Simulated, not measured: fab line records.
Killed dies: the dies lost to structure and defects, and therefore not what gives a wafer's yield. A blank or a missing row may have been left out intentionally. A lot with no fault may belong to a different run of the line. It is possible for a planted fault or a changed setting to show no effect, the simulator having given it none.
fab line records -- flow n5_finfet
record lots=4, wafers=10, last_day=16
route steps=1938 shown STI_FIN_REVEAL@187 DUMMY_GATE@212 BEOL_M4@1111 PASSIVATION@1936
lots untouched by any fault: they come from a run of this same line in which no faults occurred
start_h: hours from the record's opening day to when the first of the lot's shown wafers began -- wait_h: time in hours since the lot's previous step -- " unchanged from the row above -- L1.1+2: a single row standing in for several wafers -- - either no value or no given start -- * or withheld: withheld -- < > ~ a bound
route shown NAME@n: NAME is a module with steps in the file, n the number in the route of the first one -- usual: mean and standard deviation over wafers with no fault -- same: alike in all rows -- chamber/n: place in a boat -- sites: per-site readings -- _std_site: how widely they spread, as a standard deviation -- _edge_site: the outer-site mean with the inner-site mean subtracted -- radius_mm: how far each site lies from the wafer's centre -- mask NAME#n: copy n -- behind: the tool/chamber that last shaped the wafer -- hold: what put the lot on hold/how long, in hours/how the hold closed -- device: whichever transistor did not switch (one of n, p or np) -- end of line: tests run on the same wafers once the route is complete -- a step given without rows: its recipe and nothing more -- killed: not the wafer's yield, but the dies lost to structure and defects at the first sort -- map: dies across one wafer; x = killed, . = not, _ = none there
set.NAME: setting as actually run; set.NAME@STEP: the setting as run at that earlier step -- model.NAME: the simulator's own value behind a step, which no gauge read
lots at selected steps of the route; one table per step, one row per wafer
services: the hour from which a tool's chamber was out of use, counted from the record's first day as start_h (under 0 if before that day), plus the number of hours and why
## steps
# step N5_STI_FIN_REVEAL_CMP_04
# recipe stop_on=Si3N4, t_overpolish_s=4, down_force_psi=2, platen_rpm=54.18, post_cmp_clean=alkaline_brush, pad_velocity_m_s=1.078, target_thk_nm=131.83
# step N5_STI_FIN_REVEAL_DENSIFY_30
# recipe temp_c=*, time_s=*, ambient=N2, idle_temp_c=600, ramp_up_c_per_s=150, ramp_down_c_per_s=60, cool_to_c=600
# step N5_STI_FIN_REVEAL_ETCHBACK_08
# recipe chemistry=C4F6/O2, target=SiO2, target_depth_a=305, time_s=10.167, ion_energy_ev=250, pressure_mtorr=30, source_w=345, bias_w=185, Ar_flow_sccm=300, C4F6_flow_sccm=10, O2_flow_sccm=10
# step N5_STI_FIN_REVEAL_STRIP_24
# recipe chemistry=N2/H2, time_s=90, power_w=100, temp_c=40, pressure_mtorr=100, rf_frequency_hz=6e+07, bias_power_w=3, n2_flow_sccm=300, h2_flow_sccm=300
# step N5_STI_FIN_REVEAL_PRECLEAN_25
# recipe chemistry=SPM, time_s=90, temp_c=120, mix=4:1
# step N5_STI_FIN_REVEAL_PRECLEAN_26
# recipe chemistry=SC1, time_s=45, temp_c=46, mix=1:2:100
# step N5_STI_FIN_REVEAL_PRECLEAN_29
# recipe chemistry=DHF, time_s=30, temp_c=25, dilution=300:1
# step N5_STI_FIN_REVEAL_SRD_12
# recipe time_s=30, temp_c=23, rinse_liquid=diw, dry=ipa_marangoni
# step N5_STI_FIN_REVEAL_RECESS_09
# recipe chemistry=HF/NH3, target=SiO2, afs_cycles=11, target_depth_a=425, temp_c=30, sublimation_temp_c=180, sublimation_time_s=60
# step N5_STI_FIN_REVEAL_STRIP_16
# recipe chemistry=H3PO4, material=SiNx, temp_c=165, target_depth_a=238, overetch_fraction=0.4964, dry=ipa_marangoni
# step N5_STI_FIN_REVEAL_PRECLEAN_17
# recipe chemistry=NF3:NH3, afs_cycles=1, temp_c=30, time_s=20, sublimation_temp_c=180, sublimation_time_s=60, pressure_torr=3, rf_power_w=30
# step N5_STI_FIN_REVEAL_ETCH_34
# recipe chemistry=H2, mode=isotropic, material=Si, target=Si, target_depth_a=9.7, temp_c=20, pressure_mtorr=4.5, icp_w=300, bias_w=0, h2_flow_sccm=7.5, he_flow_sccm=142.5
# usual drypump_motor_current_A=5.7/0.37, he_flow_sccm=142.5/0.39, oes_product_au=1.010/0.015, throttle_valve_pct=25.7/0.43
lot.wafer,tool,chamber,start_h,wait_h,drypump_motor_current_A,he_flow_sccm,oes_product_au,rf_hours_counter_h,throttle_valve_pct,model.etch.depth_nm,model.STI_FIN_REVEAL.feature_depth_nm
L778.1,rie_si-04,1,84.86,0.2,5.6,142.3,0.999,62,25.5,0.979,1
L778.2,rie_si-04,3,84.86,0.2,5.9,143.6,1.021,180,25.6,0.9573,1
L778.3,rie_si-04,2,84.86,0.2,5.7,142.7,0.992,147,25.4,0.9617,1
L780.2,rie_si-04,0,101.21,0.1,5.9,142.3,1.424,32,26.3,1.627,1.6
L780.4,rie_si-04,1,101.21,0.1,5.6,141.7,0.995,62,25.5,0.9748,1
L785.2,rie_si-04,3,127.76,0.1,5.9,142.1,1.419,181,25.6,1.574,1.6
L785.4,rie_si-04,1,127.76,0.1,5.6,142.6,1.000,62,25.5,0.9849,1
L789.3,rie_si-06,3,150.64,0.1,6.2,142.2,1.015,112,26.7,0.9816,1
L789.5,rie_si-06,3,150.64,0.1,6.3,143.2,1.016,-,26.7,0.9899,1
L789.6,rie_si-06,2,150.64,0.1,5.0,142.5,1.020,-,25.6,0.9592,1
# step N5_STI_FIN_REVEAL_OXIDATION_31
# recipe chemistry=O2_PLASMA_REMOTE, temp_c=150, time_s=20, pressure_mtorr=1000, source_power_w=2000, o2_flow_sccm=3000
# step N5_STI_FIN_REVEAL_PRECLEAN_32
# recipe chemistry=NF3:NH3, afs_cycles=1, temp_c=30, time_s=20, sublimation_temp_c=180, sublimation_time_s=60, pressure_torr=3, rf_power_w=30
# step N5_STI_FIN_REVEAL_STRIP_35
# recipe chemistry=H3PO4, material=Si3N4, temp_c=165, target_depth_a=40, time_s=39
# step N5_STI_FIN_REVEAL_SRD_21
# recipe dry=ipa_marangoni, time_s=30, temp_c=23, rinse_liquid=diw
# step N5_STI_FIN_REVEAL_OXIDATION_33
# recipe chemistry=O2_PLASMA_REMOTE, temp_c=150, time_s=20, pressure_mtorr=1000, source_power_w=2000, o2_flow_sccm=3000
# step N5_STI_FIN_REVEAL_CLEAN_19
# recipe chemistry=O3/DIW, temp_c=25, time_s=120, o3_ppm=10
# step N5_STI_FIN_REVEAL_SRD_23
# recipe dry=ipa_marangoni, time_s=30, temp_c=23, rinse_liquid=diw
# step N5_STI_FIN_REVEAL_CD_MEAS_22
# recipe target_cd_nm=6.238, pitch_nm=28, polarity=line
# usual cd_nm=6.26/0.26
lot.wafer,tool,chamber,start_h,wait_h,cd_nm
L778.1,cd_sem-02,-,85.44,0.0,6.23
L778.2,cd_sem-02,-,85.44,0.0,6.47
L778.3,cd_sem-02,-,85.44,0.0,6.05
L780.2,cd_sem-03,-,102.08,0.0,5.37
L780.4,cd_sem-03,-,102.08,0.0,6.32
L785.2,cd_sem-03,-,128.37,0.0,5.55
L785.4,cd_sem-03,-,128.37,0.0,6.33
L789.3,cd_sem-02,-,151.52,0.0,6.63
L789.5,cd_sem-02,-,151.52,0.0,6.41
L789.6,cd_sem-02,-,151.52,0.0,6.12
# step N5_STI_FIN_REVEAL_PRECLEAN_18
# recipe chemistry=SC2, time_s=45, temp_c=35, mix=1:1:50
# step N5_STI_FIN_REVEAL_SRD_28
# recipe dry=ipa_marangoni, time_s=30, temp_c=23, rinse_liquid=diw
# step N5_DUMMY_GATE_PRECLEAN_00
# recipe chemistry=O3/DIW, time_s=60, temp_c=22, o3_ppm=10
# step N5_DUMMY_GATE_SRD_01
# recipe time_s=30, temp_c=23, rinse_liquid=diw, dry=ipa_marangoni
# step N5_DUMMY_GATE_ALD_02
# recipe material=SiO2, target_thk_a=20, temp_c=300, ald_precursor_family=BDEAS, ald_co_reactant=O2-plasma, pulse_time_s=1, pressure_torr=2
# step N5_DUMMY_GATE_CVD_03
# recipe material=a-Si, target_thk_a=1500, temp_c=530, precursor=SiH4, time_s=8042
# step N5_DUMMY_GATE_PRECLEAN_46
# recipe chemistry=DIW, time_s=89.5, temp_c=23
# step N5_DUMMY_GATE_SRD_47
# recipe dry_time_s=32, dry=n2_spin, spin_rpm=1500
# step N5_DUMMY_GATE_CMP_04
# recipe material=a-Si, post_cmp_clean=alkaline_brush
# step N5_DUMMY_GATE_HM_DEP_06
# recipe material=SiNx, target_thk_a=800, precursor=DCS/NH3, temp_c=700, pressure_mtorr=300, time_s=5141
# step N5_DUMMY_GATE_PECVD_30
# recipe material=SiO2, target_thk_a=550, temp_c=400, precursor=TEOS/O2, pressure_torr=6.5, rf_w=withheld, teos_flow_sccm=withheld, gas=O2, flow_sccm=2650, time_s=10.8
# step N5_DUMMY_GATE_COAT_34
# recipe resist=SOC, temp_c=250, time_s=60, spin_rpm=1500, resist_thk_nm=60
# step N5_DUMMY_GATE_COAT_35
# recipe resist=SiARC, temp_c=220, time_s=60, spin_rpm=1500, resist_thk_nm=10
# step N5_DUMMY_GATE_COAT_28
# recipe resist=underlayer, temp_c=205, time_s=60, spin_rpm=1500, resist_thk_nm=10
# step N5_DUMMY_GATE_COAT_09
# recipe resist=CAR-EUV, spin_rpm=1500, resist_thk_nm=30
# step N5_DUMMY_GATE_EBR_11
# recipe solvent=PGMEA, ebr_width_mm=1.5
# step N5_DUMMY_GATE_SOFTBAKE_10
# recipe temp_c=110, time_s=60, resist=CAR-EUV
# step N5_DUMMY_GATE_EXPOSE_12
# recipe mask_id=GATE, na=0.33, source_shape=annular, sigma_inner=0.2, sigma_outer=0.6, polarization=unpolarized, target_cd_nm=25, dose_mj=34
# step N5_BEOL_M4_RC_MEAS_101
# usual DIBL_N=35.8/1.8, DIBL_P=35.9/2.2, IOFF_N=0.16/0.035, IOFF_N_LIN=0.072/0.013, IOFF_N_LONG=5.53e-05/2.2e-06, IOFF_P=0.21/0.04, IOFF_P_LIN=0.099/0.015, ION_N=672/11, ION_P=461/7.4, REXT_N=75.3/1.9, REXT_P=100.6/1.9, SS_N=71.4/0.64, SS_P=73.2/0.67, VT_N=250/3.5, VT_N_LONG=275.0/1.8, VT_N_LVT=99/3.5, VT_P=-251/3.4
lot.wafer,tool,chamber,start_h,wait_h,DIBL_N[mV/V],DIBL_P[mV/V],IOFF_N[nA/um],IOFF_N_LIN[nA/um],IOFF_N_LONG[nA/um],IOFF_P[nA/um],IOFF_P_LIN[nA/um],ION_N[uA/um],ION_P[uA/um],REXT_N[ohm.um],REXT_P[ohm.um],SS_N[mV/dec],SS_P[mV/dec],VT_N[mV],VT_N_LONG[mV],VT_N_LVT[mV],VT_P[mV]
L778.1,prober-02,0,213.59,0.0,34.0,34.4,0.12,0.056,5.23e-05,0.18,0.085,655,458,75.5,98.4,70.8,72.5,252,274.2,102,-252
L778.2,prober-02,0,213.59,0.0,38.7,39.8,0.22,0.094,5.37e-05,0.25,0.111,696,468,74.2,99.0,71.7,74.9,243,276.5,93,-252
L778.3,prober-02,0,213.59,0.0,36.7,37.7,0.16,0.072,5.35e-05,0.23,0.102,674,463,75.2,98.6,71.6,74.4,250,276.2,98,-251
L780.2,prober-01,0,222.27,0.2,31.3,28.4,0.07,0.033,4.32e-05,0.11,0.051,641,442,83.8,111.9,70.7,72.2,262,287.8,113,-261
L780.4,prober-01,0,222.27,0.2,36.2,35.0,0.16,0.072,5.71e-05,0.20,0.093,680,464,75.2,101.4,71.4,74.0,252,274.3,98,-254
L785.2,prober-02,0,277.21,0.2,31.5,29.4,0.08,0.036,4.51e-05,0.15,0.066,637,451,86.4,112.8,69.8,71.6,260,286.0,109,-253
L785.4,prober-02,0,277.21,0.2,36.6,37.0,0.18,0.080,5.81e-05,0.28,0.129,687,475,77.0,100.8,71.2,73.1,246,272.0,95,-245
L789.3,prober-01,0,285.21,0.3,39.3,38.7,0.25,0.103,5.87e-05,0.29,0.129,697,464,75.3,102.1,72.4,73.8,243,274.4,91,-244
L789.5,prober-01,0,285.21,0.3,35.6,35.2,0.15,0.068,5.68e-05,0.20,0.099,659,456,76.0,102.3,71.4,72.9,252,274.6,100,-248
L789.6,prober-01,0,285.21,0.3,35.6,35.3,0.15,0.070,5.8e-05,0.21,0.103,674,461,75.6,100.3,71.3,73.5,248,272.7,99,-249
# step N5_PASSIVATION_PROBE_49
# usual defect_limited_yield=91.0/1.5, killed_at_M0_to_M3=34/9.1, killed_at_M4_up=14/5.7, killed_at_contacts=13/5.7, killed_at_front_end=42/12, killed_at_other=4/3.4, killed_dies=106/17, killed_open=70/13, killed_short=34/7.5, sort_bin_5_function=5.2/0.94, sort_bin_6_memory=3.4/0.69, sort_bin_8_speed=0.00/0.029, sort_n_pass=1074/17, sort_yield_pct=91.0/1.5
# same gross_dies=1180, killed_at_back_side=0, sort_bin_4_leakage[%]=0
lot.wafer,tool,chamber,start_h,wait_h,defect_limited_yield[%],killed_at_M0_to_M3,killed_at_M4_up,killed_at_contacts,killed_at_front_end,killed_at_other,killed_dies,killed_open,killed_short,sort_bin_5_function[%],sort_bin_6_memory[%],sort_bin_8_speed[%],sort_n_pass,sort_yield_pct[%]
L778.2,prober-02,-,314.42,0.1,90.7,34,26,16,34,0,110,79,31,6.4,2.6,0,1070,90.7
L780.2,prober-02,-,333.59,0.1,90.8,40,17,20,23,8,108,65,42,5.3,3.5,0.51,1066,90.3
L780.4,prober-02,-,333.69,0.2,92.5,30,16,10,28,4,88,64,22,4.6,2.7,0,1092,92.5
L785.2,prober-02,-,368.65,0.1,90.4,35,14,16,48,0,113,70,43,5.8,3.6,8.64,965,81.8
# killed by level:class
L778.2 BEOL_M4:geometric_particle:open=16 MOL_CONTACT_COAG:geometric_particle:open=14 BEOL_M0_SAQP:geometric_particle:short=10 FIN_SAQP:geometric_particle:open=7 BEOL_M1:geometric_particle:open=7 STI_FIN_REVEAL:geometric_particle:open=6 DUMMY_GATE:geometric_particle:open=6 FIN_SAQP:geometric_particle:short=5
L780.2 MOL_CONTACT_COAG:geometric_particle:open=15 BEOL_M0_SAQP:geometric_particle:open=9 BEOL_M4:geometric_particle:open=9 BEOL_M0_SAQP:geometric_particle:short=8 MOL_CONTACT_COAG:geometric_particle:short=5 BEOL_M0:geometric_particle:open=5 BEOL_M3:geometric_particle:open=5 BEOL_M0:geometric_particle:short=4
L780.4 MOL_CONTACT_COAG:geometric_particle:open=9 DUMMY_GATE:geometric_particle:open=8 BEOL_M0_SAQP:geometric_particle:open=6 BEOL_M4:geometric_particle:open=6 FIN_SAQP:geometric_particle:short=5 BEOL_M0_SAQP:geometric_particle:short=5 BEOL_M2:geometric_particle:open=5 BEOL_M3:geometric_particle:open=5
L785.2 FIN_SAQP:geometric_particle:open=18 FIN_SAQP:geometric_particle:short=15 MOL_CONTACT_COAG:geometric_particle:open=10 GATE_CUT:geometric_particle:short=7 BEOL_M0_SAQP:geometric_particle:short=7 BEOL_M0_SAQP:geometric_particle:open=7 BEOL_M2:geometric_particle:open=7 MOL_CONTACT_COAG:geometric_particle:short=6
# map L780.2 (x killed, . not)
_________________.x..........________________
______________.......x.........._____________
___________.x.....x................__________
__________.x..............x.x......._________
________...........x............x....._______
_______..x...........x.................______
______....x..x....xx.........xx........._____
_____.x.......x....x.................xxxx____
____..........x.......xx....xx............___
___.................................x......__
___..............x......x..................__
__...............x......x.x................._
__x.x...................................x..._
_.....x....................x.x...............
_..x.......x.x....x.........................x
_..........................x...x........x....
_........x............x..x................x..
_.........x..................x.......x...x...
_....x................................x..x...
_.......x..........xxx........x..............
_...........................x..............x.
__.............x...........x........x......._
__...................xx.......x......x.x.x.._
___.x.x....................................__
___...x.xx..x.......x...x.....x.....x.....x__
____....x............xxx.........x........___
_____..........................x.xx.....x____
______.x................................_____
_______...x..........x.x...x...........______
________.x.x.................x......x._______
__________...x..................x..._________
___________........................__________
______________.............x...._____________
_________________............________________
# map L785.4 (x killed, . not)
_________________...x..x.....________________
______________.....x.........x.._____________
___________x.....x...........x.....__________
__________.............x............_________
________...x.......x..............xxx._______
_______x......x..........x........x...x______
______.xx...............xx.............._____
_____.......................x............____
____..........x........x........x.........___
___.....xx...x...........x.x...............__
___.x.....x...xx..x......................x.__
__.......x..x........x.....x................_
__................x..........x...xx........._
_x.......x................x.xxx............x.
_.x...........................x....x....x..x.
_..x..x.......x.........x..............x.....
_..x........x...x..........x...x.............
_...........................x.......x........
_...xx......x............x........x....x.....
_........x...........x...x...x........xxx....
_...x.......x................................
__....x..x.........................x......x._
__..x.xx........x.......x..x....xx.....x...._
___....x........x.....x................x...__
___............x.........xxx............x..__
____x......x......x........x....x..x......___
_____.........x..x..........x..x...x...x.____
______........x.....xx..............xx.._____
_______.....x...............x........x.______
________.....x...x.......x.....xx...x._______
__________.........x.....x.........._________
___________.................x.x..x.__________
______________x............x...x_____________
_________________..x....x.x..________________
## services
tool,chamber,start_h,hours,kind
rie_si-06,-,64.93,0.8,repair
## key
first_sign step=N5_STI_FIN_REVEAL_ETCH_34, reading=oes_product_au, direction=up, sigmas=28, usual=1.010, struck=1.422
effect step=N5_STI_FIN_REVEAL_CD_MEAS_22, reading=cd_nm, direction=down, sigmas=3.1, usual=6.26, struck=5.46
effect step=N5_BEOL_M4_RC_MEAS_101, reading=VT_N_LONG, direction=up, sigmas=6.5, usual=275.0, struck=286.9
effect step=N5_BEOL_M4_RC_MEAS_101, reading=REXT_P, direction=up, sigmas=6.3, usual=100.6, struck=112.3
effect step=N5_BEOL_M4_RC_MEAS_101, reading=REXT_N, direction=up, sigmas=5.2, usual=75.3, struck=85.1
effect step=N5_BEOL_M4_RC_MEAS_101, reading=IOFF_N_LONG, direction=down, sigmas=5.1, usual=5.53e-05, struck=4.42e-05
effect step=N5_BEOL_M4_RC_MEAS_101, reading=VT_N_LVT, direction=up, sigmas=3.3, usual=99, struck=111
effect step=N5_BEOL_M4_RC_MEAS_101, reading=DIBL_P, direction=down, sigmas=3.1, usual=35.9, struck=28.9
effect step=N5_BEOL_M4_RC_MEAS_101, reading=VT_N, direction=up, sigmas=3.1, usual=250, struck=261
effect step=N5_BEOL_M4_RC_MEAS_101, reading=ION_N, direction=down, sigmas=2.9, usual=672, struck=639
effect step=N5_BEOL_M4_RC_MEAS_101, reading=IOFF_N_LIN, direction=down, sigmas=2.9, usual=0.072, struck=0.035
effect step=N5_BEOL_M4_RC_MEAS_101, reading=IOFF_P_LIN, direction=down, sigmas=2.7, usual=0.099, struck=0.058
effect step=N5_PASSIVATION_PROBE_49, reading=sort_bin_8_speed, direction=up, sigmas=54, usual=0.00, struck=4.58
model_effect step=N5_STI_FIN_REVEAL_ETCH_34, value=etch.depth_nm, without=0.9767, struck=1.601
met_at N5_STI_FIN_REVEAL_ETCH_34
struck_wafers L780.2,L785.2
onset_between 84.86 101.21
fault kind=process_parameter_drift, tool=rie_si-04, chamber=-, onset_h=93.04, steps=N5_STI_FIN_REVEAL_ETCH_34, channel=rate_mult, offset=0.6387, shape=step, end_h=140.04, scope=struck_wafers_only
